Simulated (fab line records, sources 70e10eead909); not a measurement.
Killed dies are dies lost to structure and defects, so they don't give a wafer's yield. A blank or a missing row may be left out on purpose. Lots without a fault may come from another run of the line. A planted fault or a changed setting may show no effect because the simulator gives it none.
fab line records | flow nand_harc
record lots=7 wafers=20 last_day=24
route steps=1159 shown A_ONON_D1@432 END@1159
lots that met no fault: from a run of the same line without faults
start_h: hours from the record's first day to the start of the lot's first wafer shown | wait_h: hours since the lot's step before | " the same as in the row above | L1.1+2: a row that stands for several wafers | - no value, or no start given | * or withheld: withheld | < > ~ a bound
route shown NAME@n: a module of which the file shows steps, and the number in the route of the first | usual: mean/standard deviation of fault-free wafers | same: alike in all rows | chamber/n: place in a boat | sites: the reading at each site | _std_site: their standard deviation | _edge_site: outer sites' mean less inner sites' | radius_mm: how far each site lies from the wafer's centre | mask NAME#n: copy n | behind: the tool/chamber that last shaped the wafer | hold: why the lot was held/for how many hours/how that ended | device: the transistor (n, p or np) that didn't switch | end of line: the same wafers' tests at the end of the route | a step without rows: its recipe alone | killed: dies lost to structure and defects at the first sort, not the wafer's yield | map: a wafer's dies, x killed, . not, _ none there
set.NAME: the setting as run; set.NAME@STEP: as run at that earlier step | model.NAME: the simulator's own value behind a step, which no gauge read
lots at some steps of the route; a table a step, a row a wafer
services: from which hour (start_h, from the record's first day; less than 0 if before it) a tool's chamber was out of use, for how many hours, and why
## steps
# step NHARC_A_ONON_D1_DEP_12
# recipe target_thk_a=10000 n2_flow_sccm=2750 n2o_flow_sccm=2000 nh3_flow_sccm=500 sih4_flow_sccm=210 temp_c=400
# step NHARC_A_ONON_D1_THK_MEAS_14
# recipe thk_meas_gauge=ellipsometry
# usual thk_nm=1002/7
# columns lot.wafer tool chamber start_h wait_h thk_nm
L626.2 film_metro-01 - 157.87 - 1014
L626.4 " - " " 1014
L626.6 " - " " 1011
L632.2 film_metro-02 - 200.45 - 1003
L632.3 " - " " 1005
L632.6 " - " " 1003
L636.2 film_metro-01 - 232.31 - 1007
L636.3 " - " " 1006
L636.4 " - " " 1004
L638.2 film_metro-02 - 237.94 - 1005
L638.3 " - " " 1005
L638.5 " - " " 1004
L642.4 film_metro-02 - 253.49 - 999
L642.5 " - " " 998
L645.4 film_metro-01 - 263.88 - 1005
L645.5 " - " " 1005
L645.6 " - " " 1004
L646.3 film_metro-01 - 281.09 - 1000
L646.4 " - " " 1001
L646.5 " - " " 1000
# step NHARC_A_ONON_D1_ANNEAL_15
# recipe temp_c=750 time_s=3600
# step NHARC_A_ONON_D1_DEP_16
# recipe target_thk_a=10000 n2_flow_sccm=2750 n2o_flow_sccm=2000 nh3_flow_sccm=500 sih4_flow_sccm=210 temp_c=400
# step NHARC_A_ONON_D1_THK_MEAS_18
# recipe thk_meas_gauge=ellipsometry
# usual thk_nm=999/8.9
# columns lot.wafer tool chamber start_h wait_h thk_nm
L626.2 film_metro-01 - 163.58 - 989
L626.4 " - " " 991
L626.6 " - " " 992
L632.2 film_metro-01 - 207.48 - 995
L632.3 " - " " 996
L632.6 " - " " 995
L636.2 film_metro-01 - 239.43 - 1001
L636.3 " - " " 1001
L636.4 " - " " 1003
L638.2 film_metro-01 - 246.01 - 988
L638.3 " - " " 987
L638.5 " - " " 987
L642.4 film_metro-01 - 260.63 - 1001
L642.5 " - " " 1000
L645.4 film_metro-01 - 271.98 - 1006
L645.5 " - " " 1007
L645.6 " - " " 1007
L646.3 film_metro-01 - 288.21 - 1001
L646.4 " - " " 1005
L646.5 " - " " 1002
# step NHARC_A_ONON_D1_DEP_19
# recipe target_thk_a=10000 n2_flow_sccm=2750 n2o_flow_sccm=2000 nh3_flow_sccm=500 sih4_flow_sccm=210 temp_c=400
# step NHARC_A_ONON_D1_THK_MEAS_21
# recipe thk_meas_gauge=ellipsometry
# usual thk_nm=1002/9.1
# columns lot.wafer tool chamber start_h wait_h thk_nm
L626.2 film_metro-02 - 164.14 - 1005
L626.4 " - " " 1002
L626.6 " - " " 1003
L632.2 film_metro-01 - 208.04 - 1003
L632.3 " - " " 1003
L632.6 " - " " 1005
L636.2 film_metro-02 - 240.00 - 1010
L636.3 " - " " 1011
L636.4 " - " " 1011
L638.2 film_metro-02 - 246.58 - 983
L638.3 " - " " 984
L638.5 " - " " 981
L642.4 film_metro-01 - 261.20 - 1013
L642.5 " - " " 1013
L645.4 film_metro-01 - 272.55 - 1003
L645.5 " - " " 1003
L645.6 " - " " 1003
L646.3 film_metro-02 - 288.78 - 1009
L646.4 " - " " 1008
L646.5 " - " " 1007
# step NHARC_A_ONON_D1_DEP_22
# recipe target_thk_a=10000 n2_flow_sccm=2750 n2o_flow_sccm=2000 nh3_flow_sccm=500 sih4_flow_sccm=210 temp_c=400
# step NHARC_A_ONON_D1_THK_MEAS_24
# recipe thk_meas_gauge=ellipsometry
# usual thk_nm=1002/7.5
# columns lot.wafer tool chamber start_h wait_h thk_nm
L626.2 film_metro-02 - 164.71 - 996
L626.4 " - " " 997
L626.6 " - " " 997
L632.2 film_metro-02 - 208.60 - 1004
L632.3 " - " " 1005
L632.6 " - " " 1006
L636.2 film_metro-01 - 240.56 - 1000
L636.3 " - " " 1001
L636.4 " - " " 1001
L638.2 film_metro-02 - 247.14 - 996
L638.3 " - " " 997
L638.5 " - " " 998
L642.4 film_metro-02 - 261.76 - 1005
L642.5 " - " " 1005
L645.4 film_metro-01 - 273.14 - 1005
L645.5 " - " " 1007
L645.6 " - " " 1006
L646.3 film_metro-02 - 289.35 - 1019
L646.4 " - " " 1017
L646.5 " - " " 1019
# step NHARC_A_ONON_D1_DEP_25
# recipe target_thk_a=10000 n2_flow_sccm=2750 n2o_flow_sccm=2000 nh3_flow_sccm=500 sih4_flow_sccm=210 temp_c=400
# step NHARC_A_ONON_D1_THK_MEAS_27
# recipe thk_meas_gauge=ellipsometry
# usual thk_nm=1002/9.3
# columns lot.wafer tool chamber start_h wait_h thk_nm
L626.2 film_metro-02 - 165.27 - 995
L626.4 " - " " 996
L626.6 " - " " 997
L632.2 film_metro-02 - 209.17 - 1024
L632.3 " - " " 1024
L632.6 " - " " 1026
L636.2 film_metro-01 - 241.13 - 1007
L636.3 " - " " 1007
L636.4 " - " " 1005
L638.2 film_metro-01 - 247.73 - 1011
L638.3 " - " " 1008
L638.5 " - " " 1007
L642.4 film_metro-01 - 262.32 - 986
L642.5 " - " " 986
L645.4 film_metro-01 - 273.73 - 1009
L645.5 " - " " 1010
L645.6 " - " " 1009
L646.3 film_metro-01 - 289.91 - 1002
L646.4 " - " " 1000
L646.5 " - " " 1001
# step NHARC_A_ONON_D1_DEP_28
# recipe target_thk_a=10000 n2_flow_sccm=2750 n2o_flow_sccm=2000 nh3_flow_sccm=500 sih4_flow_sccm=210 temp_c=400
# columns lot.wafer tool chamber start_h wait_h
L626.2+4+6 pecvd_onon-01 0 165.39 0.1
L632.2+3+6 pecvd_onon-01 0 209.28 0.1
L636.2+3+4 pecvd_onon-01 0 241.24 0.1
L638.2+3+5 pecvd_onon-01 0 247.85 0.1
L642.4+5 pecvd_onon-01 0 262.63 0.3
L645.4+5+6 pecvd_onon-02 0 273.96 0.2
L646.3+4+5 pecvd_onon-03 0 290.08 0.2
# step NHARC_A_ONON_D1_THK_MEAS_30
# recipe thk_meas_gauge=ellipsometry
# usual thk_nm=996/12
# columns lot.wafer tool chamber start_h wait_h thk_nm
L626.2 film_metro-01 - 165.84 - 1001
L626.4 " - " " 1000
L626.6 " - " " 1001
L632.2 film_metro-01 - 209.73 - 1003
L632.3 " - " " 1003
L632.6 " - " " 1003
L636.2 film_metro-02 - 241.70 - 1362
L636.3 " - " " 976
L636.4 " - " " 1362
L638.2 film_metro-02 - 248.31 - 1368
L638.3 " - " " 986
L638.5 " - " " 984
L642.4 film_metro-02 - 262.97 - 1380
L642.5 " - " " 994
L645.4 film_metro-01 - 274.30 - 1014
L645.5 " - " " 1013
L645.6 " - " " 1012
L646.3 film_metro-01 - 290.47 - 1002
L646.4 " - " " 1001
L646.5 " - " " 1003
# step NHARC_A_ONON_D1_DEP_33
# recipe target_thk_a=2000 temp_c=400 pressure_torr=6.5 rf_w=900 teos_flow_sccm=161.4 flow_sccm=2650 target_thk_nm=200 gas=O2 material=SiO2
# usual heater_power_w=548/110 throttle_valve_pct=15.9/0.49
# columns lot.wafer tool chamber start_h wait_h heater_power_w since_wet_clean_h throttle_valve_pct
L626.2 pecvd-02 2 166.12 0.3 540 0 15.8
L626.4 " 1 " " 527 - 15.8
L626.6 " 0 " " 541 - 16.6
L632.2 pecvd-04 0 209.79 0.1 389 2 16.3
L632.3 " 2 " " 422 2 15.0
L632.6 " 1 " " 799 - 16.0
L636.2 pecvd-04 1 242.07 0.4 742 34 16.2
L636.3 " 2 " " 461 34 15.1
L636.4 " 0 " " 464 - 16.4
L638.2 pecvd-02 2 248.41 0.1 583 82 15.5
L638.3 " 0 " " 505 82 16.7
L638.5 " 0 " " 520 - 16.4
L642.5 pecvd-02 2 263.20 0.2 498 - 15.5
L642.4 " 0 " " 533 - 16.5
L645.5 pecvd-01 2 274.49 0.2 572 - 15.6
L645.6 " 0 " " 522 - 15.7
L645.4 " 1 " " 675 - 15.4
L646.3 pecvd-04 1 290.58 0.1 779 83 16.5
L646.4 " 0 " " 448 - 16.5
L646.5 " 1 " " 770 - 16.2
# step NHARC_END_SORT_01
# recipe temp_c=25
# usual killed_at_array=27/9.8 killed_at_other=0.6/0.83 killed_at_periphery=3.5/2.4 killed_dies=31/9.6 killed_open=3.1/1.9 killed_short=2.0/1.5
# same gross_dies=677
# columns lot.wafer tool chamber start_h wait_h killed_at_array killed_at_other killed_at_periphery killed_dies killed_open killed_short
L632.2 prober-01 0 498.29 2.8 21 2 3 26 1 3
L632.3 prober-01 0 499.09 3.1 18 0 0 18 1 1
L632.6 prober-01 0 501.48 4.0 20 0 3 23 4 2
L638.2 prober-01 0 543.25 2.8 38 0 1 39 1 2
L638.3 prober-01 0 544.05 3.1 40 0 5 45 6 0
L638.5 prober-01 0 545.66 3.7 41 0 2 43 2 2
L645.4 prober-02 0 561.97 3.4 14 1 2 17 3 0
L645.5 prober-02 0 562.78 3.7 26 0 1 27 2 5
L645.6 prober-02 0 563.58 4.0 20 0 4 24 3 2
# killed by level:class
L632.2 A_SLIT:chamber_film_flake=6 A_STAIRCASE:chamber_film_flake=5 A_WL_FILL:chamber_film_flake=3 A_CONTACT:chamber_film_flake=3 A_CHANNEL_HOLE_D1:chamber_film_flake=2 THIN_TSV:chamber_film_flake=2 P_CONTACT:geometric_particle:open=1 P_CONTACT:geometric_particle:short=1
L632.3 A_STAIRCASE:chamber_film_flake=5 A_SLIT:chamber_film_flake=5 A_CHANNEL_HOLE_D1:chamber_film_flake=4 A_CONTACT:chamber_film_flake=2 A_BONDPAD:geometric_particle:short=1 A_BONDPAD:geometric_particle:open=1
L632.6 A_STAIRCASE:chamber_film_flake=7 A_SLIT:chamber_film_flake=5 P_CONTACT:geometric_particle:short=1 P_M1:geometric_particle:open=1 A_SGD_CUT:geometric_particle:open=1 A_SGD_CUT:geometric_particle:short=1 A_WL_FILL:geometric_particle:open=1 A_M0:geometric_particle:open=1
L638.2 A_CHANNEL_HOLE_D1:chamber_film_flake=21 A_SLIT:chamber_film_flake=11 A_ONON_D1:geometric_particle:short=2 A_ONON_D1:geometric_particle:open=1 P_ZERO_WELL:chamber_film_flake=1 A_ZERO_WELL:chamber_film_flake=1 A_WL_FILL:chamber_film_flake=1 A_CONTACT:chamber_film_flake=1
L638.3 A_CHANNEL_HOLE_D1:chamber_film_flake=19 A_SLIT:chamber_film_flake=17 P_M1:chamber_film_flake=2 P_GATE:geometric_particle:open=1 P_CONTACT:geometric_particle:open=1 P_M2:geometric_particle:open=1 A_ONON_D1:geometric_particle:open=1 A_WL_FILL:geometric_particle:open=1
L638.5 A_SLIT:chamber_film_flake=19 A_CHANNEL_HOLE_D1:chamber_film_flake=17 P_M0:geometric_particle:open=1 A_M0:geometric_particle:short=1 A_M1:geometric_particle:open=1 A_M1:geometric_particle:short=1 P_ZERO_WELL:chamber_film_flake=1 A_ZERO_WELL:chamber_film_flake=1
L645.4 A_SLIT:chamber_film_flake=8 A_CONTACT:geometric_particle:open=2 A_CHANNEL_HOLE_D1:chamber_film_flake=2 A_CONTACT:chamber_film_flake=2 P_STI:chamber_film_flake=1 P_M1:chamber_film_flake=1 STARTING-WAFER:geometric_particle:open=1
L645.5 A_SLIT:chamber_film_flake=17 A_ONON_D1:geometric_particle:short=3 A_CHANNEL_HOLE_D1:chamber_film_flake=2 A_SOURCE_PLATE:geometric_particle:open=1 A_CHANNEL_FILL_D1:geometric_particle:short=1 A_WL_FILL:geometric_particle:open=1 A_CONTACT:geometric_particle:short=1 P_M2:chamber_film_flake=1
L645.6 A_SLIT:chamber_film_flake=6 A_CHANNEL_HOLE_D1:chamber_film_flake=5 A_CONTACT:chamber_film_flake=4 P_M1:chamber_film_flake=2 P_M0:geometric_particle:short=1 A_ONON_D1:geometric_particle:short=1 A_ONON_D1:geometric_particle:open=1 A_CHANNEL_FILL_D1:geometric_particle:open=1
## services
# columns tool chamber start_h hours kind
pecvd-02 - 153.07 13.0 pm
pecvd-02 0 153.07 13.0 vent_cycle
pecvd-02 1 153.07 13.0 vent_cycle
pecvd-02 2 153.07 13.0 vent_cycle
pecvd_onon-03 - 153.28 13.0 pm
pecvd-02 0 166.07 - clean
pecvd-02 1 166.07 - clean
pecvd-02 2 166.07 - clean
pecvd_onon-01 - 195.00 13.0 pm
pecvd-04 - 195.11 13.0 pm
pecvd-04 0 195.11 13.0 vent_cycle
pecvd-04 1 195.11 13.0 vent_cycle
pecvd-04 2 195.11 13.0 vent_cycle
pecvd-04 0 208.11 - clean
pecvd-04 1 208.11 - clean
pecvd-04 2 208.11 - clean
pecvd-01 - 237.35 13.0 pm
pecvd-01 0 237.35 13.0 vent_cycle
pecvd-01 1 237.35 13.0 vent_cycle
pecvd-01 2 237.35 13.0 vent_cycle
pecvd-01 0 250.35 - clean
pecvd-01 1 250.35 - clean
pecvd-02 1 252.77 4.7 repair
pecvd-02 1 278.56 7.6 repair
## key
first_sign step=NHARC_A_ONON_D1_THK_MEAS_30 reading=thk_nm direction=up sigmas=31 usual=996 struck=1368
effect none on later readings
met_at NHARC_A_ONON_D1_DEP_28
struck_wafers L636.2,L636.4,L638.2,L642.4
sort_left_out L642.4
tester_left_out L636,L638,L642
onset_between 209.28 241.24
fault kind=process_parameter_drift tool=pecvd_onon-01 chamber=- onset_h=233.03 steps=NHARC_A_ONON_D1_DEP_28 channel=target_thk_a offset=* shape=step end_h=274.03 scope=struck_wafers_only acts_in=* stated=*
# tester_left_out: of these lots the tester's yield and bins aren't shown, on N5 and GAA mostly nor the transistor test; their killed dies are dies lost to structure and defects alone, not to doping, threshold or leakage, so they don't give the yield
# sort_left_out: the simulated sort isn't trusted on such a fault, so these wafers' sort isn't shown, and their yield isn't known
